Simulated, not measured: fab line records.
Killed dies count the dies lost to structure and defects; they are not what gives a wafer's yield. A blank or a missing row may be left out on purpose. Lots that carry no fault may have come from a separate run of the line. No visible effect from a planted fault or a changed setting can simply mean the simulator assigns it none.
What tool caused it? | flow n5-finfet | Sampling: 9 lots, 25 wafers, 5 of 1938 route steps

## WHAT THE GAUGES SHOWED, per wafer
N5_BEOL_M6_INSPECT_58: inspects for defects (darkfield).
lot  | measured     | on                | raw-defect-count
L344 | day 8 21:40  | defect-inspect-02 | 83 73
L346 | day 9 06:28  | defect-inspect-01 | 46 60 28
L351 | day 10 13:07 | defect-inspect-02 | 64 86 552
L352 | day 10 13:23 | defect-inspect-01 | 71 102 85
L358 | day 12 21:37 | defect-inspect-02 | 89 65 86
L361 | day 13 00:56 | defect-inspect-02 | 76 51
L362 | day 14 03:41 | defect-inspect-01 | 47 70 85
L367 | day 15 21:22 | defect-inspect-01 | 107 56 104
L365 | day 16 07:29 | defect-inspect-02 | 86 93 73

## WHICH TOOL RAN EACH LOT (tool, then ch and the chambers of the sampled wafers, then the start)
lot  | N5_BEOL_M6_ETCH_41                            | N5_BEOL_M6_STRIP_80                           | N5_BEOL_M6_SPUTTER_48        | N5_BEOL_M6_DEP_56
L344 | rie-diel-05 ch 0,1, day 8 20:39 or earlier    | rie-diel-05 ch 0,1, day 8 20:39 or earlier    | pvd-sputter-02, day 8 20:39  | pecvd-04 ch 0,2, day 8 21:34
L346 | rie-diel-01 ch 1,2, day 9 05:31 or earlier    | rie-diel-01 ch 1,2, day 9 05:31 or earlier    | pvd-sputter-03, day 9 05:31  | pecvd-04 ch 0,1,2, day 9 06:23
L351 | rie-diel-05 ch 2,3, day 10 12:09 or earlier   | rie-diel-05 ch 2,3, day 10 12:09 or earlier   | pvd-sputter-01, day 10 12:09 | pecvd-04 ch 1,2, day 10 13:01
L352 | rie-diel-03 ch 0,1, day 10 12:13 or earlier   | rie-diel-03 ch 0,1, day 10 12:13 or earlier   | pvd-sputter-02, day 10 12:13 | pecvd-01 ch 1,2, day 10 13:18
L358 | rie-diel-03 ch 0,1,3, day 12 20:35 or earlier | rie-diel-03 ch 0,1,3, day 12 20:35 or earlier | pvd-sputter-03, day 12 20:35 | pecvd-01 ch 0,2, day 12 21:31
L361 | rie-diel-01 ch 0,3, day 12 23:58 or earlier   | rie-diel-01 ch 0,3, day 12 23:58 or earlier   | pvd-sputter-01, day 12 23:58 | pecvd-03 ch 0,2, day 13 00:51
L362 | rie-diel-01 ch 0,1,3, day 14 02:42 or earlier | rie-diel-01 ch 0,1,3, day 14 02:42 or earlier | pvd-sputter-01, day 14 02:42 | pecvd-04 ch 0,1, day 14 03:35
L367 | rie-diel-01 ch 0,1,3, day 15 20:14 or earlier | rie-diel-01 ch 0,1,3, day 15 20:14 or earlier | pvd-sputter-02, day 15 20:14 | pecvd-04 ch 0,1, day 15 21:16
L365 | rie-diel-05 ch 0,1, day 16 06:25 or earlier   | rie-diel-05 ch 0,1, day 16 06:25 or earlier   | pvd-sputter-02, day 16 06:25 | pecvd-04 ch 0,2, day 16 07:23
- N5_BEOL_M6_ETCH_41: etches SiCN in CH3F/O2, target depth 29.7 nm, time 52 s.
- N5_BEOL_M6_STRIP_80: strips in N2/H2, time 10 s.
- N5_BEOL_M6_SPUTTER_48: material Cu, target thk 10 nm, time 1.667 s.
- N5_BEOL_M6_DEP_56: deposits SiCN from 3MS/NH3, target thk 10 nm, time 17.5 s.

## THE ANSWER, worked out from the rows above alone
Rule: the lots themselves supply what counts as usual. The widest of any qualifying gaps counts: lots, ordered by their means at a reading, are off when they make up no more than a third of the lots, leave a main group of 4 or more, and stand apart from it by 3 or more times the standard deviation of that group's means. If all means in a main group match to the digits the tables above print for the reading, that group is not used. Also off: a lot with no number at a reading for which 4 or more lots have one. Any other lot the step has rows for is counted as sound.
Off: L351 (N5_BEOL_M6_INSPECT_58, raw-defect-count). The main group has a mean of 74 with a standard deviation of 14.
If a tool, at a process step before that reading, ran all the lots that are off and no sound lot after the first of them, it fits. Gauges at N5_BEOL_M6_INSPECT_58: tried the same way as those tools. N5_BEOL_M6_ETCH_41: start missing for some lots; hours and lot order therefore follow N5_BEOL_M6_SPUTTER_48. N5_BEOL_M6_STRIP_80: start missing for some lots; hours and lot order therefore follow N5_BEOL_M6_SPUTTER_48. Of those tried, none fits.

## WHAT WAS PUT IN BY THE SIMULATOR
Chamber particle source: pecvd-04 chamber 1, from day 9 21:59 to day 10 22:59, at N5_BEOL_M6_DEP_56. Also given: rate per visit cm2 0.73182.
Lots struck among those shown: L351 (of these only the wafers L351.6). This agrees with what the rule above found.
